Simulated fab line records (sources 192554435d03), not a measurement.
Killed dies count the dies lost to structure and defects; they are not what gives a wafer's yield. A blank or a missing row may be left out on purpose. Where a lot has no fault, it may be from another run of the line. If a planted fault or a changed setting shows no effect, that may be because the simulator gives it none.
Chamber matching | flow n5Finfet | N5_BEOL_M11_STRIP_36 on rieDiel-04 has 4 sister chambers
The step strips in N2/H2. 20 wafers are shown with their chamber, then 10 later ones without.

WAFERS WITH THEIR CHAMBER
wafer  | chamber | throttleValvePct (%) | showerheadPlenumPTorr (Torr) | drypumpMotorCurrentA (A)
L074.2 | 0       | 23.31                | 2.51                         | 5.1
L074.3 | 2       | 23.04                | 2.69                         | 5.6
L074.5 | 3       | 23.34                | 2.69                         | 5.7
L076.1 | 3       | 23.36                | 2.69                         | 5.7
L076.2 | 0       | 23.35                | 2.51                         | 5.1
L076.5 | 0       | 23.31                | 2.51                         | 5.1
L081.1 | 2       | 23.06                | 2.69                         | 5.6
L081.3 | 1       | 23.78                | 2.68                         | 5.8
L081.6 | 0       | 23.35                | 2.50                         | 5.1
L083.1 | 0       | 23.37                | 2.50                         | 5.1
L083.2 | 2       | 23.05                | 2.69                         | 5.6
L083.6 | 2       | 23.05                | 2.69                         | 5.6
L082.2 | 1       | 23.80                | 2.68                         | 5.9
L082.3 | 3       | 23.35                | 2.68                         | 5.7
L082.5 | 2       | 23.07                | 2.69                         | 5.6
L085.1 | 2       | 23.08                | 2.68                         | 5.6
L085.2 | 3       | 23.36                | 2.68                         | 5.7
L085.3 | 1       | 23.78                | 2.67                         | 5.8
L090.3 | 0       | 23.35                | 2.50                         | 5.2
L090.4 | 1       | 23.81                | 2.67                         | 5.9

SIGNATURES (averages over the wafers above)
reading               | chamber 0 | chamber 1 | chamber 2 | chamber 3 | scatter within a chamber
throttleValvePct      | 23.3400   | 23.7925   | 23.0583   | 23.3525   | 0.0177
showerheadPlenumPTorr | 2.5050    | 2.6750    | 2.6883    | 2.6850    | 0.0052
drypumpMotorCurrentA  | 5.117     | 5.850     | 5.600     | 5.700     | 0.0339
Rule: a wafer lies at a distance from a chamber equal to the root of the sum of squares, over the readings, of (its reading less the chamber's mean, divided by the reading's scatter). If the next closest chamber is less than 2 further off than the closest, the wafer can't be placed; otherwise it belongs to the closest. How the scatter is found: for the shown wafers, subtract from each reading the mean of its chamber, square and add these, divide the total by (wafers less chambers), then take the root.

WAFERS WITH NO CHAMBER GIVEN
wafer  | throttleValvePct (%) | showerheadPlenumPTorr (Torr) | drypumpMotorCurrentA (A)
L090.5 | 23.08                | 2.68                         | 5.6
L089.1 | 23.36                | 2.67                         | 5.7
L089.2 | 23.76                | 2.67                         | 5.9
L089.6 | 23.38                | 2.49                         | 5.1
L094.1 | 23.05                | 2.68                         | 5.6
L094.2 | 23.82                | 2.67                         | 5.9
L094.4 | 23.82                | 2.67                         | 5.9
L093.1 | 23.09                | 2.68                         | 5.6
L093.2 | 23.39                | 2.67                         | 5.7
L093.5 | 23.89                | 2.67                         | 5.9

WHICH CHAMBER EACH WENT THROUGH
wafer  | from the rows above | in truth
L090.5 | 2                   | 2
L089.1 | 3                   | 3
L089.2 | 1                   | 1
L089.6 | 0                   | 0
L094.1 | 2                   | 2
L094.2 | 1                   | 1
L094.4 | 1                   | 1
L093.1 | 2                   | 2
L093.2 | 3                   | 3
L093.5 | 1                   | 1
Correctly placed: 10 of 10. Left unplaced by these rows: 0. Number placed wrongly: 0.
